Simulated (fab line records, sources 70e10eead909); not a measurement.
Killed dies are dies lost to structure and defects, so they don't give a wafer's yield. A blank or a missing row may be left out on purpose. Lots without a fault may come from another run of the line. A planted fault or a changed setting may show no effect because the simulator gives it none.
A struck lot beside a sound one | flow nand_harc | 15 steps out of a route of 1159
Sound: wafers L991.1, L991.2, L991.3. Struck: wafer L100.2. (L100.5 of the same lot was not struck and is left out.) The cause comes at the end.
At each step with rows: each side's tool, then ch and its chambers, then its first start. Under that, the readings that differ: sound wafers | struck wafers | difference of the means | sigmas: that difference in standard deviations of wafers without a fault.
alike: readings whose means differ by less than 2 such deviations, and words and numbers that are the same on both sides. not compared: withheld readings, readings that some wafer has no value for, bounds like >300 that may hide the same value, and numbers for which the record gives no deviation and whose values overlap.
The two part at a step that has a row with sigmas, a row that says differs or no value, or rows on one side only. Numbers that don't overlap but have no deviation are shown without sigmas and don't part them. A reading that every wafer of one side lacks parts them only if that side has two wafers or more.

NHARC_A_BLC_INSPECT_12:
  sound on defect_inspect-01, day 18 18:17; struck on defect_inspect-01, day 21 03:31
  reading          | sound   | struck | difference | sigmas
  raw_defect_count | 13 10 8 | 46     | +36        | +2
NHARC_A_BLC_DESCUM_15: chemistry O2, time 3 s.
  sound on rie_diel-07 ch 0,2,3, day 18 18:21; struck on rie_diel-07 ch 3, day 21 03:37
  reading                | sound | struck | difference | sigmas
  rf_hours_counter_h (h) | 0 1 1 | 6      | +5         |
  alike: drypump_motor_current_A, oes_product_au, rf_vpp_V, showerhead_plenum_p_Torr, throttle_valve_pct
NHARC_A_BLC_ETCH_16: etches the open film in CF4, target depth 39 nm, time 65 s.
  sound on rie_diel-07 ch 0,1,3, day 18 18:26; struck on rie_diel-07 ch 3, day 21 03:40
  reading                | sound | struck | difference | sigmas
  rf_hours_counter_h (h) | 0 1 1 | 6      | +5         |
  alike: drypump_motor_current_A, oes_product_au, rf_vpp_V, showerhead_plenum_p_Torr, throttle_valve_pct
NHARC_A_BLC_ETCH_17: etches the open film in N2/H2, target depth 390 nm, time 609.38 s.
  sound on rie_diel-07 ch 1,2,3; struck on rie_diel-07 ch 1
  reading                | sound | struck | difference | sigmas
  rf_hours_counter_h (h) | 1 1 1 | 6      | +5         |
  alike: drypump_motor_current_A, oes_product_au, rf_vpp_V, showerhead_plenum_p_Torr, throttle_valve_pct
then, 1 step without rows for these wafers: NHARC_A_BLC_ETCH_18 (etches the open film in C4F8/O2/Ar, target depth 910 nm).
NHARC_A_BLC_CD_MEAS_19:
  sound on cd_sem-01, day 18 19:19; struck on cd_sem-02, day 21 04:33
  alike: cd_nm
then, 1 step without rows for these wafers: NHARC_A_BLC_STRIP_29 (strips in CF4).
NHARC_A_BLC_STRIP_21: strips in O2.
  sound on rie_diel-06 ch 0,2,3, day 18 19:30; struck on rie_diel-06 ch 0, day 21 04:46
  reading                | sound | struck | difference | sigmas
  rf_hours_counter_h (h) | 0 0 0 | 8      | +8         |
  alike: drypump_motor_current_A, oes_product_au, rf_vpp_V, showerhead_plenum_p_Torr, throttle_valve_pct
then, 3 steps without rows for these wafers: NHARC_A_BLC_STRIP_22 (strips in post etch residue remover, time 600 s); NHARC_A_BLC_DEGAS_30 (time 60 s); NHARC_A_BLC_PRE_CLEAN_31 (time 15 s).
NHARC_A_BLC_PVD_32: deposits Ti, target thk 5 nm, time 17.7 s.
  sound on pvd_sputter-03; struck on pvd_sputter-01
  alike: throttle_valve_pct
NHARC_A_BLC_ALD_23: deposits TiN, target thk 3 nm, pulse time 1 s, ald cycles 150.
  sound on ald_metal-04 ch 0,2,3, day 18 20:10; struck on ald_metal-04 ch 0, day 21 05:27
  reading    | sound       | struck | difference | sigmas
  ald_cycles | 150 150 150 | 71     | -79        |
  alike: heater_power_w, precursor_pulse_height_rel
then, 1 step without rows for these wafers: NHARC_A_BLC_CVD_24 (deposits W, target thk 150 nm, time 434 s).
-- the record jumps here: 2 days lie between the struck wafers' starts before and after (it left off in module A_BLC and takes up again in module END, whose first step shown is number 1159 of the route) --
NHARC_END_SORT_01:
  the record has rows for the struck wafers here (prober-02 ch 0, day 23 13:11) and none for the sound ones

WHERE THEY PART
First at NHARC_A_BLC_INSPECT_12; last, within this record, at NHARC_END_SORT_01.

WHY: what the simulator had put in
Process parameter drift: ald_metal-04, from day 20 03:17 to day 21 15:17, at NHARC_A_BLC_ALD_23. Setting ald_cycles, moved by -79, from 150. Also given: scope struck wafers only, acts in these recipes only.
